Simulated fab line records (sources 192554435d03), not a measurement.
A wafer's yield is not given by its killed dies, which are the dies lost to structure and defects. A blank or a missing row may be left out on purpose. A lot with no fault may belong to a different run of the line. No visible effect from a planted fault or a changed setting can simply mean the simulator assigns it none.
fab line records	flow n5_finfet
record: lots: 24	wafers: 72	last_day: 18
route steps=1938 shown FIN_SAQP@111 FIN_CUT@163
lots that met no fault: from a run of the same line without faults
start_h: the number of hours between the record's first day and the start of the first shown wafer of the lot	wait_h: hours elapsed since this lot's preceding step	" unchanged from the row above	L1.1+2: a single row standing in for several wafers	- no value, or no start was given	* or withheld: withheld	< > ~ a bound
route shown NAME@n: names a module that has steps shown in the file, with the first one's number in the route	usual: mean and standard deviation over wafers with no fault	same: alike in all rows	chamber/n: place in a boat	sites: each site's reading	_std_site: standard deviation across them	_edge_site: the outer-site mean with the inner-site mean subtracted	radius_mm: for every site, how far away it sits from the centre of the wafer	mask NAME#n: copy n	behind: the tool/chamber that last shaped the wafer	hold: reason for holding the lot/hours on hold/outcome of the hold	device: whichever transistor did not switch (one of n, p or np)	end of line: the same wafers' tests at the end of the route	step lacking rows: just its recipe	killed: dies lost to structure and defects at the first sort, not the wafer's yield	map: a wafer's dies, marking killed ones x, the rest . and places with no die _
set.NAME: the setting the step ran with; set.NAME@STEP: the setting that earlier step ran with	model.NAME: the simulator's own value behind a step, which no gauge read
the route's steps for a sample of lots (tables are steps, rows are wafers)
services: from which hour (start_h, from the record's first day; less than 0 if before it) a tool's chamber was out of use, for how many hours, and why
== steps ==
step: N5_FIN_SAQP_CD_MEAS_16
recipe: target_cd_nm: 35.6	landing_energy_ev: 500	detector: se_inlens
usual: cd_nm: 35.50/0.29
lot.wafer	tool	chamber	start_h	wait_h	cd_nm
L074.2	cd_sem-03	0	22.36	-	35.83
L074.3	"	0	"	"	35.82
L074.4	"	0	"	"	35.80
L075.3	cd_sem-02	0	28.71	-	35.35
L075.4	"	0	"	"	35.20
L075.5	"	0	"	"	35.77
L076.1	cd_sem-03	0	33.11	-	35.93
L076.2	"	0	"	"	35.46
L076.4	"	0	"	"	35.38
L077.1	cd_sem-01	0	39.30	-	35.49
L077.4	"	0	"	"	35.63
L077.6	"	0	"	"	35.71
L078.3	cd_sem-02	0	45.24	-	35.72
L078.5	"	0	"	"	36.01
L078.6	"	0	"	"	35.27
L079.1	cd_sem-03	0	51.42	-	35.00
L079.2	"	0	"	"	34.76
L079.6	"	0	"	"	35.63
L080.1	cd_sem-03	0	59.05	-	35.26
L080.2	"	0	"	"	35.06
L080.4	"	0	"	"	35.24
L081.2	cd_sem-01	0	64.25	-	36.15
L081.4	"	0	"	"	36.16
L081.5	"	0	"	"	35.57
L082.4	cd_sem-02	0	70.39	-	35.49
L082.5	"	0	"	"	35.29
L082.6	"	0	"	"	35.60
L083.1	cd_sem-02	0	76.67	-	35.93
L083.2	"	0	"	"	34.98
L083.6	"	0	"	"	35.34
L084.3	cd_sem-01	0	83.05	-	35.78
L084.5	"	0	"	"	35.70
L084.6	"	0	"	"	35.64
L085.1	cd_sem-02	0	89.53	-	35.21
L085.3	"	0	"	"	35.06
L085.5	"	0	"	"	35.30
L086.1	cd_sem-03	0	95.48	-	35.65
L086.2	"	0	"	"	35.33
L086.3	"	0	"	"	35.30
L087.1	cd_sem-03	0	100.68	-	35.50
L087.3	"	0	"	"	35.60
L087.4	"	0	"	"	35.49
L088.1	cd_sem-01	0	105.56	-	35.64
L088.4	"	0	"	"	35.51
L088.5	"	0	"	"	35.37
L089.3	cd_sem-01	0	111.91	-	35.22
L089.5	"	0	"	"	35.61
L089.6	"	0	"	"	35.75
L090.3	cd_sem-03	0	117.39	-	35.01
L090.4	"	0	"	"	35.11
L090.6	"	0	"	"	35.54
L091.2	cd_sem-03	0	124.25	-	35.75
L091.3	"	0	"	"	35.71
L091.6	"	0	"	"	35.36
L092.2	cd_sem-02	0	129.24	-	35.14
L092.3	"	0	"	"	35.28
L092.4	"	0	"	"	35.69
L093.1	cd_sem-01	0	136.36	-	35.35
L093.2	"	0	"	"	35.13
L093.4	"	0	"	"	35.48
L094.1	cd_sem-02	0	143.09	-	35.17
L094.2	"	0	"	"	35.41
L094.4	"	0	"	"	35.81
L095.2	cd_sem-01	0	147.96	-	35.83
L095.3	"	0	"	"	35.36
L095.4	"	0	"	"	35.64
L096.3	cd_sem-02	0	154.25	-	35.65
L096.5	"	0	"	"	35.44
L096.6	"	0	"	"	35.85
L097.1	cd_sem-03	0	159.91	-	35.77
L097.4	"	0	"	"	35.75
L097.5	"	0	"	"	35.48
step: N5_FIN_SAQP_CD_MEAS_37
recipe: target_cd_nm: 8	polarity: line
usual: cd_nm: 8.13/0.25
lot.wafer	tool	chamber	start_h	wait_h	cd_nm
L074.2	cd_sem-01	-	28.12	0.1	8.47
L074.3	"	-	"	"	8.29
L074.4	"	-	"	"	8.32
L075.3	cd_sem-03	-	35.81	0.1	8.35
L075.4	"	-	"	"	7.78
L075.5	"	-	"	"	8.14
L076.1	cd_sem-03	-	38.02	0.1	7.96
L076.2	"	-	"	"	8.11
L076.4	"	-	"	"	8.49
L077.1	cd_sem-02	-	44.23	0.1	8.32
L077.4	"	-	"	"	8.07
L077.6	"	-	"	"	7.95
L078.3	cd_sem-01	-	49.67	0.1	8.34
L078.5	"	-	"	"	8.09
L078.6	"	-	"	"	8.20
L079.1	cd_sem-01	-	55.54	0.1	8.24
L079.2	"	-	"	"	8.01
L079.6	"	-	"	"	7.94
L080.1	cd_sem-03	-	63.55	0.1	8.47
L080.2	"	-	"	"	8.73
L080.4	"	-	"	"	7.88
L081.2	cd_sem-02	-	68.70	0.1	7.95
L081.4	"	-	"	"	8.13
L081.5	"	-	"	"	8.38
L082.4	cd_sem-02	-	74.98	0.1	8.26
L082.5	"	-	"	"	8.16
L082.6	"	-	"	"	8.15
L083.1	cd_sem-02	-	81.75	0.1	8.10
L083.2	"	-	"	"	8.18
L083.6	"	-	"	"	8.07
L084.3	cd_sem-03	-	89.65	0.1	8.18
L084.5	"	-	"	"	8.26
L084.6	"	-	"	"	8.29
L085.1	cd_sem-02	-	95.64	0.1	8.39
L085.3	"	-	"	"	8.60
L085.5	"	-	"	"	8.47
L086.1	cd_sem-03	-	101.48	0.1	8.16
L086.2	"	-	"	"	8.17
L086.3	"	-	"	"	7.91
L087.1	cd_sem-03	-	104.85	0.1	7.89
L087.3	"	-	"	"	8.39
L087.4	"	-	"	"	8.32
L088.1	cd_sem-01	-	110.27	0.1	7.92
L088.4	"	-	"	"	8.13
L088.5	"	-	"	"	7.94
L089.3	cd_sem-01	-	117.17	0.1	8.51
L089.5	"	-	"	"	8.36
L089.6	"	-	"	"	8.19
L090.3	cd_sem-01	-	121.80	0.1	7.77
L090.4	"	-	"	"	8.35
L090.6	"	-	"	"	8.12
L091.2	cd_sem-01	-	129.03	0.1	7.97
L091.3	"	-	"	"	7.88
L091.6	"	-	"	"	8.25
L092.2	cd_sem-01	-	134.02	0.1	8.20
L092.3	"	-	"	"	7.69
L092.4	"	-	"	"	7.85
L093.1	cd_sem-02	-	141.00	0.1	8.11
L093.2	"	-	"	"	7.91
L093.4	"	-	"	"	8.31
L094.1	cd_sem-02	-	147.56	0.1	8.19
L094.2	"	-	"	"	8.12
L094.4	"	-	"	"	7.95
L095.2	cd_sem-01	-	152.66	0.1	8.07
L095.3	"	-	"	"	8.15
L095.4	"	-	"	"	7.84
L096.3	cd_sem-01	-	159.07	0.1	8.53
L096.5	"	-	"	"	8.13
L096.6	"	-	"	"	8.07
L097.1	cd_sem-01	-	164.08	0.1	7.59
L097.4	"	-	"	"	7.62
L097.5	"	-	"	"	7.66
step: N5_FIN_CUT_CD_MEAS_08
recipe: target_cd_nm: 29.1	landing_energy_ev: 500	detector: se_inlens	polarity: opening
usual: cd_nm: 29.15/0.23
lot.wafer	tool	chamber	start_h	wait_h	cd_nm
L074.2	cd_sem-01	0	28.67	-	29.19
L074.3	"	0	"	"	29.37
L074.4	"	0	"	"	29.05
L075.3	cd_sem-01	0	36.24	-	28.97
L075.4	"	0	"	"	29.07
L075.5	"	0	"	"	29.65
L076.1	cd_sem-02	0	38.46	-	29.19
L076.2	"	0	"	"	29.02
L076.4	"	0	"	"	29.04
L077.1	cd_sem-02	0	44.79	-	29.34
L077.4	"	0	"	"	29.36
L077.6	"	0	"	"	29.03
L078.3	cd_sem-02	0	50.25	-	28.76
L078.5	"	0	"	"	29.24
L078.6	"	0	"	"	28.97
L079.1	cd_sem-03	0	56.10	-	28.97
L079.2	"	0	"	"	29.03
L079.6	"	0	"	"	28.93
L080.1	cd_sem-01	0	64.01	-	29.57
L080.2	"	0	"	"	29.67
L080.4	"	0	"	"	28.92
L081.2	cd_sem-02	0	69.25	-	29.23
L081.4	"	0	"	"	28.99
L081.5	"	0	"	"	28.72
L082.4	cd_sem-02	0	75.54	-	29.20
L082.5	"	0	"	"	29.23
L082.6	"	0	"	"	29.23
L083.1	cd_sem-02	0	82.35	-	29.32
L083.2	"	0	"	"	29.28
L083.6	"	0	"	"	29.25
L084.3	cd_sem-01	0	90.21	-	29.50
L084.5	"	0	"	"	29.43
L084.6	"	0	"	"	28.83
L085.1	cd_sem-03	0	96.20	-	29.49
L085.3	"	0	"	"	28.94
L085.5	"	0	"	"	29.08
L086.1	cd_sem-03	0	101.91	-	29.67
L086.2	"	0	"	"	29.51
L086.3	"	0	"	"	28.84
L087.1	cd_sem-01	0	105.29	-	29.36
L087.3	"	0	"	"	29.16
L087.4	"	0	"	"	29.15
L088.1	cd_sem-03	0	110.70	-	29.11
L088.4	"	0	"	"	29.12
L088.5	"	0	"	"	28.79
L089.3	cd_sem-01	0	117.61	-	29.29
L089.5	"	0	"	"	29.27
L089.6	"	0	"	"	29.11
L090.3	cd_sem-01	0	122.23	-	29.33
L090.4	"	0	"	"	29.37
L090.6	"	0	"	"	29.46
L091.2	cd_sem-02	0	129.47	-	29.32
L091.3	"	0	"	"	29.02
L091.6	"	0	"	"	29.39
L092.2	cd_sem-02	0	134.49	-	28.88
L092.3	"	0	"	"	28.94
L092.4	"	0	"	"	28.73
L093.1	cd_sem-03	0	141.43	-	28.98
L093.2	"	0	"	"	29.17
L093.4	"	0	"	"	29.10
L094.1	cd_sem-02	0	148.00	-	29.37
L094.2	"	0	"	"	29.55
L094.4	"	0	"	"	29.60
L095.2	cd_sem-02	0	153.21	-	29.24
L095.3	"	0	"	"	28.99
L095.4	"	0	"	"	29.30
L096.3	cd_sem-02	0	159.50	-	28.95
L096.5	"	0	"	"	29.22
L096.6	"	0	"	"	29.35
L097.1	cd_sem-03	0	164.52	-	29.00
L097.4	"	0	"	"	29.19
L097.5	"	0	"	"	28.88
step: N5_FIN_CUT_OVL_MEAS_09
recipe: points_per_wafer: 522
usual: FIN_CUT_OVL: -0.1/0.61
lot.wafer	tool	chamber	start_h	wait_h	FIN_CUT_OVL[nm]
L074.2	overlay-02	0	28.71	0.0	0.3
L074.3	"	0	"	"	-0.1
L074.4	"	0	"	"	0.5
L075.3	overlay-01	0	36.28	0.0	1.0
L075.4	"	0	"	"	0.3
L075.5	"	0	"	"	-0.1
L076.1	overlay-01	0	38.49	0.0	-0.1
L076.2	"	0	"	"	0.6
L076.4	"	0	"	"	-0.2
L077.1	overlay-02	0	44.82	0.0	-0.4
L077.4	"	0	"	"	0.1
L077.6	"	0	"	"	0.4
L078.3	overlay-02	0	50.28	0.0	-0.5
L078.5	"	0	"	"	-0.2
L078.6	"	0	"	"	0.6
L079.1	overlay-02	0	56.13	0.0	-0.3
L079.2	"	0	"	"	-0.4
L079.6	"	0	"	"	-0.8
L080.1	overlay-02	0	64.04	0.0	0.5
L080.2	"	0	"	"	1.2
L080.4	"	0	"	"	0.4
L081.2	overlay-02	0	69.29	0.0	0.1
L081.4	"	0	"	"	0.0
L081.5	"	0	"	"	0.6
L082.4	overlay-02	0	75.58	0.0	0.3
L082.5	"	0	"	"	-0.2
L082.6	"	0	"	"	-0.6
L083.1	overlay-02	0	82.38	0.0	-1.3
L083.2	"	0	"	"	-1.3
L083.6	"	0	"	"	-0.5
L084.3	overlay-02	0	90.25	0.0	0.3
L084.5	"	0	"	"	-0.1
L084.6	"	0	"	"	0.5
L085.1	overlay-02	0	96.24	0.0	0.3
L085.3	"	0	"	"	0.5
L085.5	"	0	"	"	-0.9
L086.1	overlay-01	0	101.94	0.0	-0.3
L086.2	"	0	"	"	-0.4
L086.3	"	0	"	"	0.0
L087.1	overlay-02	0	105.32	0.0	-0.8
L087.3	"	0	"	"	0.0
L087.4	"	0	"	"	-0.2
L088.1	overlay-01	0	110.73	0.0	-0.4
L088.4	"	0	"	"	-1.8
L088.5	"	0	"	"	-0.3
L089.3	overlay-01	0	117.65	0.0	0.1
L089.5	"	0	"	"	0.9
L089.6	"	0	"	"	0.5
L090.3	overlay-01	0	122.27	0.0	0.1
L090.4	"	0	"	"	-0.2
L090.6	"	0	"	"	0.3
L091.2	overlay-01	0	129.50	0.0	1.0
L091.3	"	0	"	"	0.5
L091.6	"	0	"	"	0.3
L092.2	overlay-02	0	134.52	0.0	0.7
L092.3	"	0	"	"	0.2
L092.4	"	0	"	"	1.1
L093.1	overlay-02	0	141.46	0.0	1.0
L093.2	"	0	"	"	0.9
L093.4	"	0	"	"	0.5
L094.1	overlay-01	0	148.03	0.0	-1.1
L094.2	"	0	"	"	0.3
L094.4	"	0	"	"	0.3
L095.2	overlay-02	0	153.25	0.0	-0.4
L095.3	"	0	"	"	0.4
L095.4	"	0	"	"	0.8
L096.3	overlay-02	0	159.54	0.0	-0.7
L096.5	"	0	"	"	-0.2
L096.6	"	0	"	"	0.4
L097.1	overlay-01	0	164.55	0.0	-1.0
L097.4	"	0	"	"	-1.0
L097.5	"	0	"	"	-0.8
step: N5_FIN_CUT_ETCH_20
recipe: chemistry: CF4	target: SiARC	target_depth_a: 260	mask_material: CAR-EUV	time_s: 43.3	ion_energy_ev: 80	pressure_mtorr: 40	source_w: 545	bias_w: 36	Ar_flow_sccm: 100	cf4_flow_sccm: 100	ends: cleared
usual: drypump_motor_current_A: 5.6/0.47	etch_rf_on_time_s: 43.2/0.91	mfc_ar_sccm: 100.0/0.32	oes_product_au: 0.67/0.074	rf_fwd_power_W: 536/3.2	rf_vpp_V: 183.5/1	showerhead_plenum_p_Torr: 2.10/0.039	throttle_valve_pct: 15.71/0.26
lot.wafer	tool	chamber	start_h	wait_h	drypump_motor_current_A	etch_rf_on_time_s	mfc_ar_sccm	oes_product_au	rf_fwd_power_W	rf_hours_counter_h	rf_vpp_V	showerhead_plenum_p_Torr	throttle_valve_pct
L074.2	rie_diel-01	3	28.85	0.0	6.7	42.0	99.4	0.68	539	109	184.6	2.15	15.49
L074.3	"	1	"	"	5.9	43.0	100.1	0.82	532	13	183.5	2.10	15.25
L074.4	"	0	"	"	6.1	43.1	99.8	0.61	537	227	184.9	2.12	15.90
L075.3	rie_diel-03	2	36.42	0.0	5.6	44.7	100.0	0.65	543	142	183.1	2.15	15.96
L075.4	"	2	"	"	5.5	44.5	99.9	0.65	540	-	184.2	2.15	15.96
L075.5	"	1	"	"	5.7	43.8	99.7	0.61	537	-	185.1	2.12	16.04
L076.1	rie_diel-06	0	38.82	0.0	6.2	43.6	100.0	0.83	535	3	183.4	2.10	15.20
L076.2	"	3	"	"	5.0	43.4	100.0	0.67	536	125	182.7	2.06	15.65
L076.4	"	2	"	"	5.8	41.3	100.0	0.67	530	134	184.4	2.15	15.80
L077.1	rie_diel-03	2	45.01	0.0	5.6	44.3	100.1	0.64	539	147	185.9	2.15	15.98
L077.4	"	3	"	"	5.0	43.8	100.0	0.63	536	-	182.4	2.06	15.72
L077.6	"	2	"	"	5.6	44.0	100.0	0.65	542	-	185.6	2.15	15.98
L078.3	rie_diel-03	1	50.42	0.0	5.7	43.7	99.9	0.61	539	195	183.9	2.12	16.07
L078.5	"	1	"	"	5.7	43.4	100.0	0.61	539	-	184.3	2.12	16.08
L078.6	"	3	"	"	5.0	43.6	100.2	0.64	538	-	181.6	2.06	15.72
L079.1	rie_diel-03	0	56.28	0.0	6.0	44.2	100.1	0.58	536	244	183.6	2.17	15.90
L079.2	"	3	"	"	5.0	43.2	99.8	0.63	540	171	182.1	2.06	15.74
L079.6	"	3	"	"	5.0	43.3	100.0	0.63	541	-	181.4	2.06	15.72
L080.1	rie_diel-06	0	64.19	0.0	6.2	43.4	100.0	0.81	536	10	183.2	2.10	15.23
L080.2	"	3	"	"	5.0	42.8	100.2	0.67	534	133	181.0	2.06	15.65
L080.4	"	2	"	"	5.8	41.5	100.0	0.67	527	143	183.8	2.15	15.81
L081.2	rie_diel-01	0	69.58	0.0	6.1	42.9	100.0	0.60	536	238	184.3	2.11	15.92
L081.4	"	0	"	"	6.1	42.6	99.9	0.60	536	-	182.9	2.11	15.93
L081.5	"	3	"	"	6.7	41.1	100.4	0.68	539	-	185.6	2.15	15.51
L082.4	rie_diel-01	0	75.73	0.0	6.1	43.0	100.7	0.60	537	-	183.1	2.11	15.92
L082.5	"	1	"	"	5.8	42.3	99.8	0.80	531	-	184.1	2.09	15.27
L082.6	"	3	"	"	6.7	41.3	99.7	0.67	540	-	184.4	2.15	15.50
L083.1	rie_diel-03	1	82.52	0.0	5.6	43.5	99.7	0.60	539	205	182.4	2.11	16.07
L083.2	"	2	"	"	5.5	44.2	100.6	0.64	539	159	184.4	2.15	16.02
L083.6	"	1	"	"	5.6	42.9	100.6	0.61	537	-	183.4	2.11	16.09
L084.3	rie_diel-03	2	90.38	0.0	5.6	44.4	99.8	0.63	541	161	183.8	2.15	16.01
L084.5	"	2	"	"	5.6	44.4	99.9	0.63	541	-	183.9	2.15	16.02
L084.6	"	1	"	"	5.7	43.8	100.2	0.60	538	-	184.1	2.11	16.08
L085.1	rie_diel-06	2	96.41	0.0	5.8	41.7	99.3	0.66	533	155	182.3	2.14	15.85
L085.3	"	1	"	"	5.3	43.8	99.9	0.63	531	183	184.1	2.07	15.56
L085.5	"	1	"	"	5.3	43.9	99.5	0.62	534	-	183.9	2.07	15.54
L086.1	rie_diel-06	0	102.69	0.0	6.2	43.8	100.1	0.77	534	25	182.3	2.10	15.27
L086.2	"	1	"	"	5.3	44.0	100.5	0.62	533	185	181.8	2.07	15.55
L086.3	"	2	"	"	5.8	41.9	99.8	0.65	532	157	183.8	2.14	15.87
L087.1	rie_diel-03	0	105.47	0.0	6.0	43.6	100.4	0.83	535	4	184.8	2.17	15.42
L087.3	"	3	"	"	5.0	44.0	100.0	0.62	541	188	182.0	2.05	15.76
L087.4	"	2	"	"	5.6	44.3	100.3	0.63	540	-	183.9	2.14	15.99
L088.1	rie_diel-03	2	110.88	0.0	5.5	43.9	100.0	0.64	540	168	184.0	2.14	16.02
L088.4	"	2	"	"	5.6	44.1	99.9	0.63	540	-	183.2	2.14	16.01
L088.5	"	0	"	"	6.0	43.6	99.2	0.81	535	-	183.7	2.17	15.42
L089.3	rie_diel-06	1	117.78	0.0	5.3	43.6	99.6	0.62	535	189	182.6	2.06	15.58
L089.5	"	3	"	"	5.0	43.2	100.0	0.65	534	-	183.0	2.05	15.71
L089.6	"	0	"	"	6.2	43.3	99.7	0.77	534	-	183.4	2.09	15.27
L090.3	rie_diel-03	3	122.77	0.0	5.0	43.5	99.8	0.62	540	193	181.7	2.05	15.77
L090.4	"	0	"	"	6.0	43.6	99.9	0.80	535	10	184.6	2.17	15.41
L090.6	"	0	"	"	6.0	43.4	99.8	0.81	534	-	185.7	2.16	15.41
L091.2	rie_diel-03	3	129.64	0.0	5.0	44.1	99.8	0.61	539	196	184.2	2.05	15.78
L091.3	"	0	"	"	6.0	43.6	100.0	0.80	531	13	183.7	2.16	15.44
L091.6	"	2	"	"	5.6	44.6	100.2	0.63	539	-	183.7	2.14	16.03
L092.2	rie_diel-01	3	134.66	0.0	6.7	41.1	99.5	0.66	537	142	183.7	2.14	15.56
L092.3	"	1	"	"	5.9	42.7	100.4	0.76	532	48	184.3	2.08	15.31
L092.4	"	0	"	"	6.1	41.9	99.8	0.86	537	1	184.3	2.11	15.43
L093.1	rie_diel-06	3	141.68	0.0	5.0	43.0	100.0	0.64	534	160	183.5	2.05	15.70
L093.2	"	2	"	"	5.8	41.7	100.4	0.65	535	169	184.7	2.14	15.86
L093.4	"	1	"	"	5.3	43.7	100.0	0.61	529	196	181.5	2.06	15.57
L094.1	rie_diel-06	1	148.19	0.0	5.3	43.7	99.8	0.62	534	198	181.8	2.06	15.60
L094.2	"	2	"	"	5.8	41.9	100.1	0.64	534	171	183.6	2.14	15.89
L094.4	"	3	"	"	5.0	43.2	100.1	0.64	537	162	183.9	2.05	15.71
L095.2	rie_diel-06	0	153.39	0.0	6.2	43.0	100.2	0.76	535	41	183.4	2.09	15.29
L095.3	"	2	"	"	5.8	41.4	99.9	0.64	530	172	183.9	2.14	15.88
L095.4	"	3	"	"	5.0	42.6	99.4	0.65	535	163	182.8	2.05	15.72
L096.3	rie_diel-03	1	159.67	0.0	5.7	43.7	99.8	0.59	535	226	182.5	2.11	16.11
L096.5	"	0	"	"	6.0	43.8	100.2	0.77	534	-	183.3	2.16	15.46
L096.6	"	3	"	"	5.0	43.1	100.5	0.62	541	-	181.7	2.05	15.79
L097.1	rie_diel-01	2	164.84	0.0	6.0	41.8	100.1	0.83	536	3	182.3	2.10	15.44
L097.4	"	2	"	"	6.0	41.7	100.1	0.84	535	-	183.8	2.10	15.44
L097.5	"	1	"	"	5.9	42.6	100.4	0.75	530	-	183.3	2.08	15.35
step: N5_FIN_CUT_ETCH_21
recipe: chemistry: N2/H2	target: SOC	target_depth_a: 2190	overetch_a: 438	mask_material: SiARC	temp_c: 40	ion_energy_ev: 100	bias_w: 61	time_s: 523.5	pressure_mtorr: 30	source_w: 850	n2_flow_sccm: 200	h2_flow_sccm: 200
usual: drypump_motor_current_A: 5.6/0.47	oes_product_au: 0.72/0.078	rf_fwd_power_W: 848.8/2.5	rf_vpp_V: 240.2/1.1	showerhead_plenum_p_Torr: 2.50/0.055	throttle_valve_pct: 17.90/0.25
lot.wafer	tool	chamber	start_h	wait_h	drypump_motor_current_A	oes_product_au	rf_fwd_power_W	rf_hours_counter_h	rf_vpp_V	showerhead_plenum_p_Torr	throttle_valve_pct
L074.2	rie_diel-01	3	28.89	0.0	6.7	0.72	851.3	109	242.0	2.57	17.78
L074.3	"	1	"	"	5.9	0.88	847.0	13	240.5	2.48	17.38
L074.4	"	0	"	"	6.1	0.64	848.3	227	241.8	2.50	17.95
L075.3	rie_diel-03	2	36.46	0.0	5.6	0.71	852.7	142	240.8	2.55	18.07
L075.4	"	2	"	"	5.6	0.71	850.1	-	240.6	2.55	18.08
L075.5	"	1	"	"	5.6	0.66	847.0	-	241.1	2.53	18.30
L076.1	rie_diel-06	0	38.86	0.0	6.2	0.89	845.7	3	240.6	2.50	17.48
L076.2	"	3	"	"	5.0	0.72	846.9	125	240.7	2.45	17.84
L076.4	"	2	"	"	5.8	0.70	848.0	134	241.1	2.54	17.86
L077.1	rie_diel-03	2	45.04	0.0	5.6	0.71	851.2	147	239.7	2.54	18.10
L077.4	"	3	"	"	5.0	0.69	846.4	-	240.3	2.43	17.85
L077.6	"	2	"	"	5.6	0.71	857.7	-	240.7	2.54	18.10
L078.3	rie_diel-03	1	50.46	0.0	5.6	0.65	848.8	195	240.0	2.53	18.31
L078.5	"	1	"	"	5.6	0.66	851.2	-	239.2	2.53	18.31
L078.6	"	3	"	"	5.0	0.68	844.3	-	240.7	2.43	17.83
L079.1	rie_diel-03	0	56.31	0.0	6.0	0.63	847.7	244	240.2	2.61	18.28
L079.2	"	3	"	"	5.0	0.68	852.3	171	238.9	2.43	17.84
L079.6	"	3	"	"	5.0	0.68	847.6	-	239.8	2.43	17.83
L080.1	rie_diel-06	0	64.23	0.0	6.2	0.87	847.8	10	239.8	2.49	17.47
L080.2	"	3	"	"	5.0	0.72	850.8	133	239.0	2.44	17.85
L080.4	"	2	"	"	5.8	0.69	847.5	143	241.3	2.54	17.88
L081.2	rie_diel-01	0	69.62	0.0	6.1	0.64	852.4	238	240.6	2.50	17.97
L081.4	"	0	"	"	6.1	0.65	850.2	-	238.6	2.50	17.98
L081.5	"	3	"	"	6.7	0.70	847.9	-	241.2	2.56	17.79
L082.4	rie_diel-01	0	75.90	0.2	6.1	0.64	849.6	-	240.2	2.50	17.97
L082.5	"	1	"	"	5.9	0.85	844.7	-	239.6	2.47	17.39
L082.6	"	3	"	"	6.6	0.71	847.4	-	241.6	2.56	17.78
L083.1	rie_diel-03	1	82.56	0.0	5.7	0.66	847.9	205	240.2	2.52	18.35
L083.2	"	2	"	"	5.6	0.69	850.4	159	240.4	2.54	18.11
L083.6	"	1	"	"	5.7	0.65	845.2	-	240.2	2.52	18.35
L084.3	rie_diel-03	2	90.42	0.0	5.6	0.69	848.3	162	241.1	2.54	18.11
L084.5	"	2	"	"	5.6	0.69	849.4	-	240.3	2.54	18.13
L084.6	"	1	"	"	5.7	0.65	846.7	-	241.1	2.52	18.33
L085.1	rie_diel-06	2	96.45	0.0	5.8	0.69	848.4	156	240.3	2.53	17.89
L085.3	"	1	"	"	5.3	0.68	846.5	183	239.8	2.43	17.82
L085.5	"	1	"	"	5.3	0.68	847.1	-	239.2	2.43	17.84
L086.1	rie_diel-06	0	102.73	0.0	6.2	0.84	850.2	25	241.3	2.49	17.50
L086.2	"	1	"	"	5.3	0.69	849.3	185	239.4	2.43	17.82
L086.3	"	2	"	"	5.8	0.69	847.0	157	241.7	2.53	17.87
L087.1	rie_diel-03	0	105.50	0.0	6.0	0.89	847.5	5	241.7	2.61	17.82
L087.3	"	3	"	"	5.0	0.67	849.6	188	239.1	2.42	17.87
L087.4	"	2	"	"	5.6	0.69	848.9	-	240.7	2.53	18.13
L088.1	rie_diel-03	2	110.92	0.0	5.6	0.69	848.5	169	241.4	2.53	18.14
L088.4	"	2	"	"	5.6	0.69	845.4	-	240.5	2.53	18.13
L088.5	"	0	"	"	6.0	0.89	849.1	-	242.4	2.61	17.84
L089.3	rie_diel-06	1	117.82	0.0	5.3	0.68	849.0	189	240.9	2.43	17.85
L089.5	"	3	"	"	5.0	0.70	850.3	-	240.1	2.43	17.87
L089.6	"	0	"	"	6.2	0.84	850.3	-	240.6	2.49	17.51
L090.3	rie_diel-03	3	122.80	0.0	5.0	0.68	847.8	193	239.0	2.42	17.89
L090.4	"	0	"	"	6.0	0.87	850.0	10	241.3	2.60	17.86
L090.6	"	0	"	"	6.0	0.86	846.9	-	240.9	2.60	17.86
L091.2	rie_diel-03	3	129.68	0.0	5.0	0.67	848.1	196	239.5	2.42	17.87
L091.3	"	0	"	"	6.0	0.86	851.6	13	241.7	2.60	17.85
L091.6	"	2	"	"	5.6	0.68	852.2	-	241.4	2.53	18.15
L092.2	rie_diel-01	3	134.70	0.0	6.7	0.69	851.1	142	239.9	2.55	17.82
L092.3	"	1	"	"	5.9	0.82	845.1	48	238.4	2.46	17.44
L092.4	"	0	"	"	6.1	0.89	844.3	1	239.9	2.49	17.56
L093.1	rie_diel-06	3	141.72	0.0	5.0	0.70	848.8	160	238.9	2.43	17.88
L093.2	"	2	"	"	5.8	0.68	845.1	169	240.6	2.53	17.92
L093.4	"	1	"	"	5.3	0.67	849.3	196	238.5	2.43	17.86
L094.1	rie_diel-06	1	148.23	0.0	5.3	0.68	847.3	199	238.5	2.43	17.86
L094.2	"	2	"	"	5.8	0.68	846.6	171	240.1	2.53	17.93
L094.4	"	3	"	"	4.9	0.69	849.9	162	239.9	2.43	17.90
L095.2	rie_diel-06	0	153.43	0.0	6.2	0.81	850.8	41	241.2	2.48	17.53
L095.3	"	2	"	"	5.8	0.67	844.9	172	241.2	2.52	17.93
L095.4	"	3	"	"	5.0	0.70	846.7	164	239.2	2.43	17.90
L096.3	rie_diel-03	1	159.71	0.0	5.7	0.64	844.2	226	241.2	2.51	18.37
L096.5	"	0	"	"	6.0	0.84	849.7	-	242.3	2.60	17.85
L096.6	"	3	"	"	5.0	0.66	852.1	-	238.7	2.41	17.87
L097.1	rie_diel-01	2	164.88	0.0	6.0	0.88	852.0	3	241.6	2.51	17.94
L097.4	"	2	"	"	6.0	0.88	855.3	-	240.1	2.51	17.95
L097.5	"	1	"	"	5.8	0.81	848.3	-	239.3	2.46	17.46
== services ==
tool	chamber	start_h	hours	kind
rie_diel-06	0	8.62	-	clean
rie_diel-06	0	8.62	-	consumable_replace:focus_ring
rie_diel-06	0	8.62	19.5	scheduled_down
rie_diel-06	0	8.62	19.5	vent_cycle
rie_diel-03	0	25.76	27.0	repair
rie_diel-01	2	60.91	23.0	repair
rie_diel-01	-	62.44	2.8	pm
rie_diel-06	1	71.21	24.2	repair
rie_diel-03	0	77.62	-	clean
rie_diel-03	0	77.62	-	consumable_replace:focus_ring
rie_diel-01	0	103.00	-	clean
rie_diel-01	0	103.00	-	consumable_replace:focus_ring
rie_diel-01	0	103.00	27.2	scheduled_down
rie_diel-01	0	103.00	27.2	vent_cycle
rie_diel-03	1	103.40	9.8	repair
rie_diel-01	2	143.72	-	clean
rie_diel-01	2	143.72	-	consumable_replace:focus_ring
rie_diel-01	2	143.72	12.9	scheduled_down
rie_diel-01	2	143.72	12.9	vent_cycle
rie_diel-01	3	161.64	11.6	repair
== key ==
fault none
